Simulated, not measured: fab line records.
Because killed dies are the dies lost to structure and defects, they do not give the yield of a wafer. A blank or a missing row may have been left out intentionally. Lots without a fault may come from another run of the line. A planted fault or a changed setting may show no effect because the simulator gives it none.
Chamber matching :: flow n5_finfet :: N5_BEOL_M3_CO_CAP_55 on cvd_co-01: 3 sister chambers
The step material Co, precursor CCTBA/H2, target thk 2 nm, time 102.1 s. 14 wafers are shown with their chamber, then 7 later ones without.

== WAFERS WITH THEIR CHAMBER ==
wafer: L935.1
chamber: 0
heater_power_w (W): 245

wafer: L935.4
chamber: 1
heater_power_w (W): 239

wafer: L935.6
chamber: 2
heater_power_w (W): 245

wafer: L936.1
chamber: 0
heater_power_w (W): 251

wafer: L936.2
chamber: 2
heater_power_w (W): 245

wafer: L936.5
chamber: 1
heater_power_w (W): 246

wafer: L939.1
chamber: 2
heater_power_w (W): 238

wafer: L939.2
chamber: 0
heater_power_w (W): 250

wafer: L939.5
chamber: 2
heater_power_w (W): 236

wafer: L940.1
chamber: 2
heater_power_w (W): 242

wafer: L940.3
chamber: 0
heater_power_w (W): 246

wafer: L940.4
chamber: 1
heater_power_w (W): 247

wafer: L946.3
chamber: 0
heater_power_w (W): 248

wafer: L946.4
chamber: 0
heater_power_w (W): 248

SIGNATURES (averages over the wafers above)
reading: heater_power_w
chamber 0: 248.00
chamber 1: 244.00
chamber 2: 241.20
scatter within a chamber: 3.45
Rule: for a wafer and a chamber, the distance is found by dividing, reading by reading, the gap between the wafer's reading and the chamber's mean by the reading's scatter, squaring, summing and taking the root. If the next closest chamber is less than 2 further off than the closest, the wafer can't be placed; otherwise it belongs to the closest. The scatter: take each reading less its chamber's mean, square it, sum over the shown wafers, divide by the number of wafers less the number of chambers, and take the root.

== WAFERS MISSING THEIR CHAMBER ==
wafer: L946.6
heater_power_w (W): 243

wafer: L948.2
heater_power_w (W): 245

wafer: L948.4
heater_power_w (W): 246

wafer: L948.5
heater_power_w (W): 250

wafer: L952.3
heater_power_w (W): 259

wafer: L952.5
heater_power_w (W): 242

wafer: L952.6
heater_power_w (W): 242

== CHAMBER TAKEN BY EACH ==
wafer: L946.6
from the rows above: can't be placed: 1 or 2 or 0
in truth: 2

wafer: L948.2
from the rows above: can't be placed: 1 or 0 or 2
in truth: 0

wafer: L948.4
from the rows above: can't be placed: 0 or 1 or 2
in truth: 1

wafer: L948.5
from the rows above: can't be placed: 0 or 1 or 2
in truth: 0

wafer: L952.3
from the rows above: can't be placed: 0 or 1 or 2
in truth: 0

wafer: L952.5
from the rows above: can't be placed: 2 or 1 or 0
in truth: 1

wafer: L952.6
from the rows above: can't be placed: 2 or 1 or 0
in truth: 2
Correctly placed: 0 of 7. Unplaceable from these rows: 7, with the true chamber sitting among the candidates in 7. 0 placed wrongly.
